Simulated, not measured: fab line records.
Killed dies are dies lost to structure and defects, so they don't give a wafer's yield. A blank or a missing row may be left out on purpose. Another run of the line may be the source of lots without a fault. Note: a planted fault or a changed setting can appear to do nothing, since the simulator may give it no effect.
fab line records || flow n5Finfet || part 2 of 2: steps 27 to 35 of 35
record: {"lots": 5, "wafers": 15, "lastDay": 16}
route steps=1938 shown BEOL_M1@809 BEOL_M2@841
lots that met no fault: from a run of the same line without faults
startH: start of the lot's first displayed wafer, in hours after the record's first day || waitH: how many hours have passed since the lot's step before this one || " the same as in the row above || L1.1+2: several wafers, shown together as one row || - no value present, or no start provided || * or withheld: withheld || < > ~ a bound
route shown NAME@n: NAME is a module with steps in the file, n the number in the route of the first one || usual: mean/standard deviation taken from wafers without a fault || same: alike in all rows || chamber/n: place in a boat || sites: readings site by site || _std_site: the values' standard deviation || _edge_site: the outer-site mean with the inner-site mean subtracted || radiusMm: how far each site lies from the wafer's centre || mask NAME#n: copy n || behind: the most recent tool/chamber to have shaped the wafer || hold: cause of the lot's hold/its duration in hours/its outcome || device: names the non-switching transistor (n, p or np) || end of line: the tests these same wafers got at the end of their route || a step given without rows: its recipe and nothing more || killed: dies lost to structure and defects at the first sort, not the wafer's yield || map: shows each die of a wafer: x if killed, . if not, _ if none is there
set.NAME: setting as actually run; set.NAME@STEP: the setting as run at that earlier step || model.NAME: the simulator's own value behind a step, which no gauge read
lots seen at some steps along the route; tables by step, rows by wafer
services: when a tool's chamber went out of use (startH, in hours from the record's first day, below 0 if earlier), for how many hours, and the reason
== steps ==
step: N5_BEOL_M1_PRE_CLEAN_60
recipe: {"gas": "NH3/H2", "timeS": 15, "tempC": "*", "rfPowerW": 300}
usual: {"heaterPowerW": "80/13"}
{"lot.wafer": "L074.3", "tool": "cvdCo-02", "chamber": 1, "startH": 128.76, "waitH": 0.1, "heaterPowerW": 64}
{"lot.wafer": "L074.5", "tool": "cvdCo-02", "chamber": 1, "startH": 128.76, "waitH": 0.1, "heaterPowerW": 67}
{"lot.wafer": "L074.6", "tool": "cvdCo-02", "chamber": 2, "startH": 128.76, "waitH": 0.1, "heaterPowerW": 89}
{"lot.wafer": "L081.1", "tool": "cvdCo-02", "chamber": 0, "startH": 172.81, "waitH": 0.2, "heaterPowerW": 100}
{"lot.wafer": "L081.4", "tool": "cvdCo-02", "chamber": 0, "startH": 172.81, "waitH": 0.2, "heaterPowerW": 99}
{"lot.wafer": "L081.5", "tool": "cvdCo-02", "chamber": 1, "startH": 172.81, "waitH": 0.2, "heaterPowerW": 62}
{"lot.wafer": "L088.2", "tool": "cvdCo-02", "chamber": 2, "startH": 215.65, "waitH": 0.0, "heaterPowerW": 88}
{"lot.wafer": "L088.4", "tool": "cvdCo-02", "chamber": 1, "startH": 215.65, "waitH": 0.0, "heaterPowerW": 64}
{"lot.wafer": "L088.5", "tool": "cvdCo-02", "chamber": 0, "startH": 215.65, "waitH": 0.0, "heaterPowerW": 99}
{"lot.wafer": "L091.1", "tool": "cvdCo-02", "chamber": 0, "startH": 231.01, "waitH": 0.0, "heaterPowerW": 99}
{"lot.wafer": "L091.4", "tool": "cvdCo-02", "chamber": 1, "startH": 231.01, "waitH": 0.0, "heaterPowerW": 65}
{"lot.wafer": "L091.6", "tool": "cvdCo-02", "chamber": 2, "startH": 231.01, "waitH": 0.0, "heaterPowerW": 88}
{"lot.wafer": "L092.1", "tool": "cvdCo-01", "chamber": 1, "startH": 235.46, "waitH": 0.0, "heaterPowerW": 87}
{"lot.wafer": "L092.3", "tool": "cvdCo-01", "chamber": 2, "startH": 235.46, "waitH": 0.0, "heaterPowerW": 73}
{"lot.wafer": "L092.6", "tool": "cvdCo-01", "chamber": 2, "startH": 235.46, "waitH": 0.0, "heaterPowerW": 71}
step: N5_BEOL_M1_CO_CAP_55
recipe: {"material": "Co", "targetThkA": 20, "tempC": 200, "precursor": "CCTBA/H2", "pressureTorr": 30, "timeS": 102.1}
usual: {"heaterPowerW": "230/16"}
{"lot.wafer": "L074.3", "tool": "cvdCo-02", "chamber": 1, "startH": 128.84, "waitH": 0.1, "heaterPowerW": 213}
{"lot.wafer": "L074.5", "tool": "cvdCo-02", "chamber": 1, "startH": 128.84, "waitH": 0.1, "heaterPowerW": 213}
{"lot.wafer": "L074.6", "tool": "cvdCo-02", "chamber": 2, "startH": 128.84, "waitH": 0.1, "heaterPowerW": 241}
{"lot.wafer": "L081.1", "tool": "cvdCo-02", "chamber": 0, "startH": 172.85, "waitH": 0.0, "heaterPowerW": 249}
{"lot.wafer": "L081.4", "tool": "cvdCo-02", "chamber": 0, "startH": 172.85, "waitH": 0.0, "heaterPowerW": 251}
{"lot.wafer": "L081.5", "tool": "cvdCo-02", "chamber": 1, "startH": 172.85, "waitH": 0.0, "heaterPowerW": 208}
{"lot.wafer": "L088.2", "tool": "cvdCo-02", "chamber": 2, "startH": 215.69, "waitH": 0.0, "heaterPowerW": 247}
{"lot.wafer": "L088.4", "tool": "cvdCo-02", "chamber": 1, "startH": 215.69, "waitH": 0.0, "heaterPowerW": 214}
{"lot.wafer": "L088.5", "tool": "cvdCo-02", "chamber": 0, "startH": 215.69, "waitH": 0.0, "heaterPowerW": 254}
{"lot.wafer": "L091.1", "tool": "cvdCo-02", "chamber": 0, "startH": 231.05, "waitH": 0.0, "heaterPowerW": 251}
{"lot.wafer": "L091.4", "tool": "cvdCo-02", "chamber": 1, "startH": 231.05, "waitH": 0.0, "heaterPowerW": 217}
{"lot.wafer": "L091.6", "tool": "cvdCo-02", "chamber": 2, "startH": 231.05, "waitH": 0.0, "heaterPowerW": 241}
{"lot.wafer": "L092.1", "tool": "cvdCo-01", "chamber": 1, "startH": 235.50, "waitH": 0.0, "heaterPowerW": 230}
{"lot.wafer": "L092.3", "tool": "cvdCo-01", "chamber": 2, "startH": 235.50, "waitH": 0.0, "heaterPowerW": 224}
{"lot.wafer": "L092.6", "tool": "cvdCo-01", "chamber": 2, "startH": 235.50, "waitH": 0.0, "heaterPowerW": 223}
step: N5_BEOL_M1_PRE_CLEAN_56
recipe: {"gas": "NH3", "timeS": 15, "tempC": "withheld", "rfPowerW": 300}
{"lot.wafer": "L074.3+5+6", "tool": "pecvd-01", "chamber": "0,2,1", "startH": 128.93, "waitH": 0.1}
{"lot.wafer": "L081.1+4+5", "tool": "pecvd-01", "chamber": "2,1,2", "startH": 172.96, "waitH": 0.1}
{"lot.wafer": "L088.2+4+5", "tool": "pecvd-03", "chamber": "0,2,0", "startH": 215.78, "waitH": 0.1}
{"lot.wafer": "L091.1+4+6", "tool": "pecvd-03", "chamber": "0,1,0", "startH": 231.15, "waitH": 0.1}
{"lot.wafer": "L092.1+3+6", "tool": "pecvd-03", "chamber": "2,1,0", "startH": 235.59, "waitH": 0.1}
step: N5_BEOL_M1_DEP_57
recipe: {"material": "SiCN", "targetThkA": 80, "tempC": "withheld", "precursor": "3MS/NH3", "pressureTorr": 3, "rfW": 202, "timeS": 14}
usual: {"showerheadPlenumPTorr": "3.665/0.014", "throttleValvePct": "9.4/0.59"}
{"lot.wafer": "L074.3", "tool": "pecvd-01", "chamber": 0, "startH": 128.96, "waitH": 0.0, "showerheadPlenumPTorr": 3.646, "throttleValvePct": 8.7}
{"lot.wafer": "L074.5", "tool": "pecvd-01", "chamber": 2, "startH": 128.96, "waitH": 0.0, "showerheadPlenumPTorr": 3.673, "throttleValvePct": 9.3}
{"lot.wafer": "L074.6", "tool": "pecvd-01", "chamber": 1, "startH": 128.96, "waitH": 0.0, "showerheadPlenumPTorr": 3.691, "throttleValvePct": 10.4}
{"lot.wafer": "L081.1", "tool": "pecvd-01", "chamber": 2, "startH": 172.98, "waitH": 0.0, "showerheadPlenumPTorr": 3.665, "throttleValvePct": 9.3}
{"lot.wafer": "L081.4", "tool": "pecvd-01", "chamber": 1, "startH": 172.98, "waitH": 0.0, "showerheadPlenumPTorr": 3.696, "throttleValvePct": 10.6}
{"lot.wafer": "L081.5", "tool": "pecvd-01", "chamber": 2, "startH": 172.98, "waitH": 0.0, "showerheadPlenumPTorr": 3.670, "throttleValvePct": 9.2}
{"lot.wafer": "L088.2", "tool": "pecvd-03", "chamber": 0, "startH": 215.81, "waitH": 0.0, "showerheadPlenumPTorr": 3.669, "throttleValvePct": 9.1}
{"lot.wafer": "L088.4", "tool": "pecvd-03", "chamber": 2, "startH": 215.81, "waitH": 0.0, "showerheadPlenumPTorr": 3.674, "throttleValvePct": 8.6}
{"lot.wafer": "L088.5", "tool": "pecvd-03", "chamber": 0, "startH": 215.81, "waitH": 0.0, "showerheadPlenumPTorr": 3.674, "throttleValvePct": 9.2}
{"lot.wafer": "L091.1", "tool": "pecvd-03", "chamber": 0, "startH": 231.17, "waitH": 0.0, "showerheadPlenumPTorr": 3.676, "throttleValvePct": 9.5}
{"lot.wafer": "L091.4", "tool": "pecvd-03", "chamber": 1, "startH": 231.17, "waitH": 0.0, "showerheadPlenumPTorr": 3.668, "throttleValvePct": 9.3}
{"lot.wafer": "L091.6", "tool": "pecvd-03", "chamber": 0, "startH": 231.17, "waitH": 0.0, "showerheadPlenumPTorr": 3.677, "throttleValvePct": 9.0}
{"lot.wafer": "L092.1", "tool": "pecvd-03", "chamber": 2, "startH": 235.61, "waitH": 0.0, "showerheadPlenumPTorr": 3.670, "throttleValvePct": 8.5}
{"lot.wafer": "L092.3", "tool": "pecvd-03", "chamber": 1, "startH": 235.61, "waitH": 0.0, "showerheadPlenumPTorr": 3.672, "throttleValvePct": 9.7}
{"lot.wafer": "L092.6", "tool": "pecvd-03", "chamber": 0, "startH": 235.61, "waitH": 0.0, "showerheadPlenumPTorr": 3.674, "throttleValvePct": 9.1}
step: N5_BEOL_M1_RS_MEAS_58
recipe: {"thkMeasGauge": "four-point-probe", "reads": "Co_of_BEOL_M1_CO_CAP_55+Cu_of_BEOL_M1_ECD_50+Co_of_BEOL_M1_CVD_47+TaN_of_BEOL_M1_ALD_84"}
usual: {"M1_RS": "0.67/0.038"}
{"lot.wafer": "L074.3", "tool": "filmMetro-02", "chamber": "-", "startH": 129.02, "waitH": 0.1, "M1_RS[ohm/sq]": 0.64}
{"lot.wafer": "L074.5", "tool": "filmMetro-02", "chamber": "-", "startH": 129.02, "waitH": 0.1, "M1_RS[ohm/sq]": 0.62}
{"lot.wafer": "L074.6", "tool": "filmMetro-02", "chamber": "-", "startH": 129.02, "waitH": 0.1, "M1_RS[ohm/sq]": 0.60}
{"lot.wafer": "L081.1", "tool": "filmMetro-02", "chamber": "-", "startH": 173.05, "waitH": 0.0, "M1_RS[ohm/sq]": 0.67}
{"lot.wafer": "L081.4", "tool": "filmMetro-02", "chamber": "-", "startH": 173.05, "waitH": 0.0, "M1_RS[ohm/sq]": 0.66}
{"lot.wafer": "L081.5", "tool": "filmMetro-02", "chamber": "-", "startH": 173.05, "waitH": 0.0, "M1_RS[ohm/sq]": 0.64}
{"lot.wafer": "L088.2", "tool": "filmMetro-02", "chamber": "-", "startH": 215.88, "waitH": 0.1, "M1_RS[ohm/sq]": 0.73}
{"lot.wafer": "L088.4", "tool": "filmMetro-02", "chamber": "-", "startH": 215.88, "waitH": 0.1, "M1_RS[ohm/sq]": 0.68}
{"lot.wafer": "L088.5", "tool": "filmMetro-02", "chamber": "-", "startH": 215.88, "waitH": 0.1, "M1_RS[ohm/sq]": 0.74}
{"lot.wafer": "L091.1", "tool": "filmMetro-02", "chamber": "-", "startH": 231.25, "waitH": 0.1, "M1_RS[ohm/sq]": 0.72}
{"lot.wafer": "L091.4", "tool": "filmMetro-02", "chamber": "-", "startH": 231.25, "waitH": 0.1, "M1_RS[ohm/sq]": 0.69}
{"lot.wafer": "L091.6", "tool": "filmMetro-02", "chamber": "-", "startH": 231.25, "waitH": 0.1, "M1_RS[ohm/sq]": 0.65}
{"lot.wafer": "L092.1", "tool": "filmMetro-02", "chamber": "-", "startH": 235.68, "waitH": 0.0, "M1_RS[ohm/sq]": 0.62}
{"lot.wafer": "L092.3", "tool": "filmMetro-02", "chamber": "-", "startH": 235.68, "waitH": 0.0, "M1_RS[ohm/sq]": 0.73}
{"lot.wafer": "L092.6", "tool": "filmMetro-02", "chamber": "-", "startH": 235.68, "waitH": 0.0, "M1_RS[ohm/sq]": 0.71}
step: N5_BEOL_M1_INSPECT_59
recipe: {"inspectInstrument": "darkfield", "mode": "postDep"}
usual: {"rawDefectCount": "66/20"}
{"lot.wafer": "L074.3", "tool": "defectInspect-01", "chamber": "-", "startH": 129.05, "waitH": 0.0, "rawDefectCount": 106}
{"lot.wafer": "L074.5", "tool": "defectInspect-01", "chamber": "-", "startH": 129.05, "waitH": 0.0, "rawDefectCount": 100}
{"lot.wafer": "L074.6", "tool": "defectInspect-01", "chamber": "-", "startH": 129.05, "waitH": 0.0, "rawDefectCount": 46}
{"lot.wafer": "L081.1", "tool": "defectInspect-01", "chamber": "-", "startH": 173.07, "waitH": 0.0, "rawDefectCount": 55}
{"lot.wafer": "L081.4", "tool": "defectInspect-01", "chamber": "-", "startH": 173.07, "waitH": 0.0, "rawDefectCount": 51}
{"lot.wafer": "L081.5", "tool": "defectInspect-01", "chamber": "-", "startH": 173.07, "waitH": 0.0, "rawDefectCount": 36}
{"lot.wafer": "L088.2", "tool": "defectInspect-01", "chamber": "-", "startH": 215.90, "waitH": 0.0, "rawDefectCount": 71}
{"lot.wafer": "L088.4", "tool": "defectInspect-01", "chamber": "-", "startH": 215.90, "waitH": 0.0, "rawDefectCount": 65}
{"lot.wafer": "L088.5", "tool": "defectInspect-01", "chamber": "-", "startH": 215.90, "waitH": 0.0, "rawDefectCount": 104}
{"lot.wafer": "L091.1", "tool": "defectInspect-01", "chamber": "-", "startH": 231.28, "waitH": 0.0, "rawDefectCount": 52}
{"lot.wafer": "L091.4", "tool": "defectInspect-01", "chamber": "-", "startH": 231.28, "waitH": 0.0, "rawDefectCount": 34}
{"lot.wafer": "L091.6", "tool": "defectInspect-01", "chamber": "-", "startH": 231.28, "waitH": 0.0, "rawDefectCount": 71}
{"lot.wafer": "L092.1", "tool": "defectInspect-02", "chamber": "-", "startH": 235.70, "waitH": 0.0, "rawDefectCount": 76}
{"lot.wafer": "L092.3", "tool": "defectInspect-02", "chamber": "-", "startH": 235.70, "waitH": 0.0, "rawDefectCount": 56}
{"lot.wafer": "L092.6", "tool": "defectInspect-02", "chamber": "-", "startH": 235.70, "waitH": 0.0, "rawDefectCount": 75}
step: N5_BEOL_M2_ILD_DEP_00
recipe: {"material": "SiOC", "targetThkA": 790, "tempC": 350, "precursor": "DEMS/O2", "pressureTorr": 5, "rfW": 500, "timeS": 15.3}
usual: {"heaterPowerW": "442/62", "showerheadPlenumPTorr": "5.693/0.016", "throttleValvePct": "12.4/0.83"}
{"lot.wafer": "L074.3", "tool": "pecvd-03", "chamber": 1, "startH": 129.09, "waitH": 0.0, "heaterPowerW": 486, "showerheadPlenumPTorr": 5.694, "throttleValvePct": 12.4}
{"lot.wafer": "L074.5", "tool": "pecvd-03", "chamber": 1, "startH": 129.09, "waitH": 0.0, "heaterPowerW": 483, "showerheadPlenumPTorr": 5.705, "throttleValvePct": 12.7}
{"lot.wafer": "L074.6", "tool": "pecvd-03", "chamber": 0, "startH": 129.09, "waitH": 0.0, "heaterPowerW": 490, "showerheadPlenumPTorr": 5.699, "throttleValvePct": 12.1}
{"lot.wafer": "L081.1", "tool": "pecvd-01", "chamber": 1, "startH": 173.11, "waitH": 0.0, "heaterPowerW": 546, "showerheadPlenumPTorr": 5.725, "throttleValvePct": 13.8}
{"lot.wafer": "L081.4", "tool": "pecvd-01", "chamber": 0, "startH": 173.11, "waitH": 0.0, "heaterPowerW": 380, "showerheadPlenumPTorr": 5.671, "throttleValvePct": 11.7}
{"lot.wafer": "L081.5", "tool": "pecvd-01", "chamber": 2, "startH": 173.11, "waitH": 0.0, "heaterPowerW": 443, "showerheadPlenumPTorr": 5.696, "throttleValvePct": 12.3}
{"lot.wafer": "L088.2", "tool": "pecvd-01", "chamber": 0, "startH": 215.94, "waitH": 0.0, "heaterPowerW": 348, "showerheadPlenumPTorr": 5.688, "throttleValvePct": 11.5}
{"lot.wafer": "L088.4", "tool": "pecvd-01", "chamber": 0, "startH": 215.94, "waitH": 0.0, "heaterPowerW": 336, "showerheadPlenumPTorr": 5.677, "throttleValvePct": 11.7}
{"lot.wafer": "L088.5", "tool": "pecvd-01", "chamber": 1, "startH": 215.94, "waitH": 0.0, "heaterPowerW": 563, "showerheadPlenumPTorr": 5.714, "throttleValvePct": 14.0}
{"lot.wafer": "L091.1", "tool": "pecvd-04", "chamber": 2, "startH": 231.31, "waitH": 0.0, "heaterPowerW": 452, "showerheadPlenumPTorr": 5.674, "throttleValvePct": 11.7}
{"lot.wafer": "L091.4", "tool": "pecvd-04", "chamber": 1, "startH": 231.31, "waitH": 0.0, "heaterPowerW": 451, "showerheadPlenumPTorr": 5.687, "throttleValvePct": 13.6}
{"lot.wafer": "L091.6", "tool": "pecvd-04", "chamber": 2, "startH": 231.31, "waitH": 0.0, "heaterPowerW": 445, "showerheadPlenumPTorr": 5.694, "throttleValvePct": 11.9}
{"lot.wafer": "L092.1", "tool": "pecvd-01", "chamber": 1, "startH": 235.74, "waitH": 0.0, "heaterPowerW": 539, "showerheadPlenumPTorr": 5.719, "throttleValvePct": 14.2}
{"lot.wafer": "L092.3", "tool": "pecvd-01", "chamber": 0, "startH": 235.74, "waitH": 0.0, "heaterPowerW": 390, "showerheadPlenumPTorr": 5.671, "throttleValvePct": 12.0}
{"lot.wafer": "L092.6", "tool": "pecvd-01", "chamber": 1, "startH": 235.74, "waitH": 0.0, "heaterPowerW": 532, "showerheadPlenumPTorr": 5.730, "throttleValvePct": 13.8}
step: N5_BEOL_M2_THK_MEAS_01
recipe: {"reads": "SiOC_of_BEOL_M2_ILD_DEP_00"}
usual: {"M2_ILD_THK": "78.5/1.1"}
{"lot.wafer": "L074.3", "tool": "filmMetro-02", "chamber": "-", "startH": 129.15, "waitH": 0.1, "M2_ILD_THK[nm]": 77.2}
{"lot.wafer": "L074.5", "tool": "filmMetro-02", "chamber": "-", "startH": 129.15, "waitH": 0.1, "M2_ILD_THK[nm]": 78.0}
{"lot.wafer": "L074.6", "tool": "filmMetro-02", "chamber": "-", "startH": 129.15, "waitH": 0.1, "M2_ILD_THK[nm]": 78.4}
{"lot.wafer": "L081.1", "tool": "filmMetro-02", "chamber": "-", "startH": 173.18, "waitH": 0.0, "M2_ILD_THK[nm]": 77.0}
{"lot.wafer": "L081.4", "tool": "filmMetro-02", "chamber": "-", "startH": 173.18, "waitH": 0.0, "M2_ILD_THK[nm]": 78.8}
{"lot.wafer": "L081.5", "tool": "filmMetro-02", "chamber": "-", "startH": 173.18, "waitH": 0.0, "M2_ILD_THK[nm]": 79.3}
{"lot.wafer": "L088.2", "tool": "filmMetro-02", "chamber": "-", "startH": 216.02, "waitH": 0.1, "M2_ILD_THK[nm]": 78.1}
{"lot.wafer": "L088.4", "tool": "filmMetro-02", "chamber": "-", "startH": 216.02, "waitH": 0.1, "M2_ILD_THK[nm]": 78.3}
{"lot.wafer": "L088.5", "tool": "filmMetro-02", "chamber": "-", "startH": 216.02, "waitH": 0.1, "M2_ILD_THK[nm]": 77.9}
{"lot.wafer": "L091.1", "tool": "filmMetro-01", "chamber": "-", "startH": 231.38, "waitH": 0.0, "M2_ILD_THK[nm]": 78.1}
{"lot.wafer": "L091.4", "tool": "filmMetro-01", "chamber": "-", "startH": 231.38, "waitH": 0.0, "M2_ILD_THK[nm]": 79.3}
{"lot.wafer": "L091.6", "tool": "filmMetro-01", "chamber": "-", "startH": 231.38, "waitH": 0.0, "M2_ILD_THK[nm]": 78.8}
{"lot.wafer": "L092.1", "tool": "filmMetro-01", "chamber": "-", "startH": 235.81, "waitH": 0.0, "M2_ILD_THK[nm]": 78.0}
{"lot.wafer": "L092.3", "tool": "filmMetro-01", "chamber": "-", "startH": 235.81, "waitH": 0.0, "M2_ILD_THK[nm]": 78.9}
{"lot.wafer": "L092.6", "tool": "filmMetro-01", "chamber": "-", "startH": 235.81, "waitH": 0.0, "M2_ILD_THK[nm]": 79.1}
step: N5_BEOL_M2_PECVD_72
recipe: {"material": "SiO2", "targetThkA": 160, "tempC": 400, "precursor": "TEOS/O2", "pressureTorr": 5.5, "rfW": 450, "teosFlowSccm": 53.8, "gas": "O2", "flowSccm": 3000, "timeS": 18}
usual: {"heaterPowerW": "657/81", "showerheadPlenumPTorr": "8.79/0.072", "throttleValvePct": "23.2/1.6"}
{"lot.wafer": "L074.3", "tool": "pecvd-04", "chamber": 2, "startH": 129.19, "waitH": 0.0, "heaterPowerW": 621, "showerheadPlenumPTorr": 8.68, "throttleValvePct": 21.5}
{"lot.wafer": "L074.5", "tool": "pecvd-04", "chamber": 0, "startH": 129.19, "waitH": 0.0, "heaterPowerW": 589, "showerheadPlenumPTorr": 8.79, "throttleValvePct": 23.4}
{"lot.wafer": "L074.6", "tool": "pecvd-04", "chamber": 2, "startH": 129.19, "waitH": 0.0, "heaterPowerW": 643, "showerheadPlenumPTorr": 8.70, "throttleValvePct": 21.7}
{"lot.wafer": "L081.1", "tool": "pecvd-04", "chamber": 2, "startH": 173.21, "waitH": 0.0, "heaterPowerW": 671, "showerheadPlenumPTorr": 8.70, "throttleValvePct": 21.8}
{"lot.wafer": "L081.4", "tool": "pecvd-04", "chamber": 0, "startH": 173.21, "waitH": 0.0, "heaterPowerW": 641, "showerheadPlenumPTorr": 8.79, "throttleValvePct": 23.4}
{"lot.wafer": "L081.5", "tool": "pecvd-04", "chamber": 2, "startH": 173.21, "waitH": 0.0, "heaterPowerW": 679, "showerheadPlenumPTorr": 8.67, "throttleValvePct": 21.8}
{"lot.wafer": "L088.2", "tool": "pecvd-03", "chamber": 1, "startH": 216.06, "waitH": 0.0, "heaterPowerW": 676, "showerheadPlenumPTorr": 8.80, "throttleValvePct": 23.6}
{"lot.wafer": "L088.4", "tool": "pecvd-03", "chamber": 1, "startH": 216.06, "waitH": 0.0, "heaterPowerW": 698, "showerheadPlenumPTorr": 8.78, "throttleValvePct": 23.6}
{"lot.wafer": "L088.5", "tool": "pecvd-03", "chamber": 2, "startH": 216.06, "waitH": 0.0, "heaterPowerW": 546, "showerheadPlenumPTorr": 8.81, "throttleValvePct": 21.3}
{"lot.wafer": "L091.1", "tool": "pecvd-01", "chamber": 1, "startH": 231.42, "waitH": 0.0, "heaterPowerW": 828, "showerheadPlenumPTorr": 8.90, "throttleValvePct": 25.9}
{"lot.wafer": "L091.4", "tool": "pecvd-01", "chamber": 0, "startH": 231.42, "waitH": 0.0, "heaterPowerW": 563, "showerheadPlenumPTorr": 8.69, "throttleValvePct": 22.0}
{"lot.wafer": "L091.6", "tool": "pecvd-01", "chamber": 2, "startH": 231.42, "waitH": 0.0, "heaterPowerW": 693, "showerheadPlenumPTorr": 8.79, "throttleValvePct": 21.8}
{"lot.wafer": "L092.1", "tool": "pecvd-03", "chamber": 2, "startH": 235.85, "waitH": 0.0, "heaterPowerW": 600, "showerheadPlenumPTorr": 8.80, "throttleValvePct": 21.5}
{"lot.wafer": "L092.3", "tool": "pecvd-03", "chamber": 1, "startH": 235.85, "waitH": 0.0, "heaterPowerW": 677, "showerheadPlenumPTorr": 8.80, "throttleValvePct": 23.7}
{"lot.wafer": "L092.6", "tool": "pecvd-03", "chamber": 0, "startH": 235.85, "waitH": 0.0, "heaterPowerW": 651, "showerheadPlenumPTorr": 8.82, "throttleValvePct": 22.7}
== services ==
{"tool": "ecdCu-01", "chamber": "-", "startH": 112.73, "hours": 5.6, "kind": "pm"}
{"tool": "aldMetal-01", "chamber": "-", "startH": 116.59, "hours": 52.6, "kind": "repair"}
{"tool": "cvdCo-02", "chamber": 0, "startH": 123.49, "hours": 17.2, "kind": "repair"}
{"tool": "cmp-04", "chamber": "-", "startH": 123.58, "hours": 4.3, "kind": "pm"}
{"tool": "aldMetal-03", "chamber": 3, "startH": 136.57, "hours": 3.6, "kind": "repair"}
{"tool": "cmp-01", "chamber": "-", "startH": 151.31, "hours": 0.8, "kind": "repair"}
{"tool": "cmp-01", "chamber": "-", "startH": 156.57, "hours": 4.0, "kind": "pm"}
{"tool": "pecvd-03", "chamber": "-", "startH": 164.72, "hours": 2.6, "kind": "repair"}
{"tool": "ecdCu-02", "chamber": "-", "startH": 167.27, "hours": 0.2, "kind": "repair"}
{"tool": "cvdCo-02", "chamber": 0, "startH": 174.69, "hours": 6.3, "kind": "repair"}
{"tool": "cmp-04", "chamber": "-", "startH": 176.16, "hours": 0.5, "kind": "repair"}
{"tool": "cmp-01", "chamber": "-", "startH": 180.06, "hours": 2.0, "kind": "repair"}
{"tool": "aldMetal-01", "chamber": 2, "startH": 180.97, "hours": 12.1, "kind": "repair"}
{"tool": "cmp-04", "chamber": "-", "startH": 183.18, "hours": 3.0, "kind": "repair"}
{"tool": "cmp-02", "chamber": "-", "startH": 193.29, "hours": 4.0, "kind": "pm"}
{"tool": "cmp-02", "chamber": "-", "startH": 197.29, "hours": 14.1, "kind": "pm"}
{"tool": "ecdCu-02", "chamber": "-", "startH": 197.56, "hours": 1.7, "kind": "repair"}
{"tool": "pecvd-04", "chamber": 0, "startH": 198.77, "hours": 11.6, "kind": "repair"}
{"tool": "aldMetal-01", "chamber": "-", "startH": 206.60, "hours": 4.3, "kind": "pm"}
{"tool": "ecdCu-02", "chamber": "-", "startH": 210.67, "hours": 4.5, "kind": "pm"}
{"tool": "ecdCu-02", "chamber": "-", "startH": 219.01, "hours": 0.9, "kind": "repair"}
{"tool": "cvdCo-01", "chamber": "-", "startH": 219.58, "hours": 0.3, "kind": "repair"}
{"tool": "cvdCo-02", "chamber": "-", "startH": 221.99, "hours": 6.9, "kind": "pm"}
{"tool": "cmp-04", "chamber": "-", "startH": 234.49, "hours": 4.0, "kind": "pm"}
